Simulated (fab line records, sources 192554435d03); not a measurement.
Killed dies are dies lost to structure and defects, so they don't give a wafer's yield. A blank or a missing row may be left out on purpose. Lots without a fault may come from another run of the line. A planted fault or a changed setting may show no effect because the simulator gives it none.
A struck lot beside a sound one | flow n5_finfet | 15 steps out of a route of 1938
Sound: wafers L929.1, L929.2, L929.5. Struck: wafers L924.2, L924.4, L924.6. The cause comes at the end.
At each step with rows: each side's tool, then ch and its chambers, then its first start. Under that, the readings that differ: sound wafers | struck wafers | difference of the means | sigmas: that difference in standard deviations of wafers without a fault.
alike: readings whose means differ by less than 2 such deviations, and words and numbers that are the same on both sides. not compared: withheld readings, readings that some wafer has no value for, bounds like >300 that may hide the same value, and numbers for which the record gives no deviation and whose values overlap.
The two part at a step that has a row with sigmas, a row that says differs or no value, or rows on one side only. Numbers that don't overlap but have no deviation are shown without sigmas and don't part them. A reading that every wafer of one side lacks parts them only if that side has two wafers or more.

N5_HKMG_FIN_ETCH_58: etches SOC in N2/H2, target depth 215.8 nm, time 741 s.
  sound on rie_diel-06 ch 0,2, day 8 00:42; struck on rie_diel-04 ch 1,2,3, day 6 21:12
  alike: bias_w, chamber_pressure_mTorr, drypump_motor_current_A, h2_flow_sccm, oes_product_au, rf_fwd_power_W, rf_vpp_V, showerhead_plenum_p_Torr, throttle_valve_pct
  not compared: rf_hours_counter_h
N5_HKMG_FIN_STRIP_93: strips SOC in N2/H2, time 20 s.
  sound on rie_diel-06 ch 0,2, day 8 01:07; struck on rie_diel-04 ch 1,2,3, day 6 21:38
  alike: bias_power_w, drypump_motor_current_A, h2_flow_sccm, oes_product_au, rf_fwd_power_W, rf_vpp_V, showerhead_plenum_p_Torr, throttle_valve_pct
  not compared: rf_hours_counter_h
then, 1 step without rows for these wafers: N5_HKMG_FIN_WET_ETCH_76 (etches Al2O3 in dNH4OH, stops on La2O3, target depth 2.25 nm, rinse time 30 s).
N5_HKMG_FIN_STRIP_60: strips in N2/H2, time 360 s.
  sound on plasma_asher-02 ch 0,1, day 8 01:16; struck on plasma_asher-01 ch 0,1, day 6 21:47
  alike: drypump_motor_current_A, h2_flow_sccm, heater_power_w
  not compared: rf_hours_counter_h
then, 2 steps without rows for these wafers: N5_HKMG_FIN_WET_ETCH_77 (etches La2O3 in dHCl, stops on HfO2, target depth 2 nm); N5_HKMG_FIN_WET_ETCH_78 (etches Al2O3 in dNH4OH, stops on La2O3, target depth 4.5 nm, rinse time 30 s).
N5_HKMG_FIN_ALD_79: deposits TiN, target thk 1.5 nm, pulse time 1 s, purge time 3 s.
  sound on ald_metal-04 ch 0,1,2, day 8 01:46; struck on ald_metal-02 ch 0,3, day 6 22:17
  alike: heater_power_w, precursor_pulse_height_rel
then, 5 steps without rows for these wafers: N5_HKMG_FIN_CVD_62 (deposits a-Si from Si2H6, target thk 3 nm, time 20.8 s); N5_HKMG_FIN_RTA_80 (time 2 s); N5_HKMG_FIN_PRECLEAN_64 (cleans in dHF, time 30 s); N5_HKMG_FIN_WET_ETCH_65 (etches a-Si in TMAH, stops on TiN, time 49 s, target depth 3 nm); N5_HKMG_FIN_WET_ETCH_81 (etches TiN in SC1, stops on HfO2, time 57 s, target depth 6 nm).
N5_HKMG_FIN_WET_ETCH_82: etches La2O3 in dHCl, stops on HfO2, target depth 2 nm, rinse time 30 s.
  sound on wet_bench-02 ch 0,2,3, day 8 02:28; struck on wet_bench-06 ch 3,4,5, day 6 22:59
  no value came back on the struck wafers for bath_heat_duty_pct (%), rinse_temp_c (C); on the sound wafers bath_heat_duty_pct (%) reads 6.5 7.6 5.8
  reading                                    | sound | struck      | difference | sigmas
  model.La2O3_of_HKMG_FIN_ALD_74.thk_nm (nm) | 0 0 0 | 0.4 0.6 0.6 | +0.5       |
N5_HKMG_FIN_ALD_36: deposits TiN, target thk 1 nm, pulse time 1 s, purge time 3 s.
  sound on ald_metal-01 ch 0,1,2, day 8 02:31; struck on ald_metal-04 ch 0,2, day 6 23:03
  alike: heater_power_w, precursor_pulse_height_rel
-- the record jumps here: 9 days lie between the struck wafers' starts before and after (it left off in module HKMG_FIN and takes up again in module PASSIVATION, whose first step shown is number 1936 of the route) --
N5_PASSIVATION_PROBE_49:
  sound on prober-01, day 17 08:07; struck on prober-01, day 15 11:58
  alike: killed_at_M0_to_M3, killed_at_M4_up, killed_at_contacts, killed_at_front_end, killed_at_other, killed_dies, killed_open, killed_short

WHERE THEY PART
Only at N5_HKMG_FIN_WET_ETCH_82, within this record. Later steps at which nothing parts them and some readings are alike: N5_HKMG_FIN_ALD_36, N5_PASSIVATION_PROBE_49.

WHY: what the simulator had put in
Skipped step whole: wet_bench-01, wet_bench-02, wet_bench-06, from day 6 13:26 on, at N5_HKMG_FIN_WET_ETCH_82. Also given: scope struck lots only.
